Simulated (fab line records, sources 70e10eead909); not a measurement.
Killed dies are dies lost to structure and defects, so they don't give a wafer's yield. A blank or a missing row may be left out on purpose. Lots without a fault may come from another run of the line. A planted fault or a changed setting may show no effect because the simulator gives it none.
Chamber matching | flow nand_harc | NHARC_A_CHANNEL_FILL_D1_ALD_02 on ald_hk-03: 4 sister chambers
The step deposits SiO2, target thk 6 nm, pulse time 10 s, ald cycles 60. 8 wafers are shown with their chamber, then 9 later ones without.

WAFERS WITH THEIR CHAMBER
wafer  | chamber | heater_power_w (W) | heater_power_outer_w (W)
L082.2 | 3       | 524                | 281
L087.2 | 2       | 475                | 283
L085.1 | 0       | 483                | 267
L085.2 | 2       | 473                | 289
L085.3 | 1       | 539                | 293
L092.3 | 3       | 508                | 269
L092.5 | 1       | 548                | 295
L092.6 | 0       | 482                | 274

WAFERS WITHOUT THEIR CHAMBER
wafer  | heater_power_w (W) | heater_power_outer_w (W)
L093.1 | 480                | 279
L093.3 | 493                | 275
L093.5 | 507                | 271
L094.1 | 518                | 278
L094.3 | 466                | 282
L094.6 | 521                | 278
L096.2 | 513                | 269
L096.4 | 543                | 306
L096.5 | 491                | 264

WHICH CHAMBER EACH WENT THROUGH
wafer  | from the rows above          | in truth
L093.1 | can't be placed: 2 or 0      | 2
L093.3 | can't be placed: 0 or 3 or 2 | 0
L093.5 | 3                            | 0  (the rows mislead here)
L094.1 | 3                            | 3
L094.3 | can't be placed: 2 or 0      | 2
L094.6 | 3                            | 3
L096.2 | 3                            | 3
L096.4 | 1                            | 1
L096.5 | 0                            | 0
Placed correctly: 5 of 9. Can't be placed from these rows: 3 (the true chamber is among the candidates in 3). Placed wrongly: 1.
How it was worked out, from the rows above alone: a wafer's distance from a chamber is the root of the sum, over the readings, of the square of ((its reading less the chamber's mean) divided by the reading's scatter). The wafer belongs to the nearest chamber; if the next one is less than 2 further off, it can't be placed. A chamber's mean is the mean of its shown wafers. The scatter: the root of (the sum of the squares of (reading less its chamber's mean) over the shown wafers, divided by (wafers less chambers)).
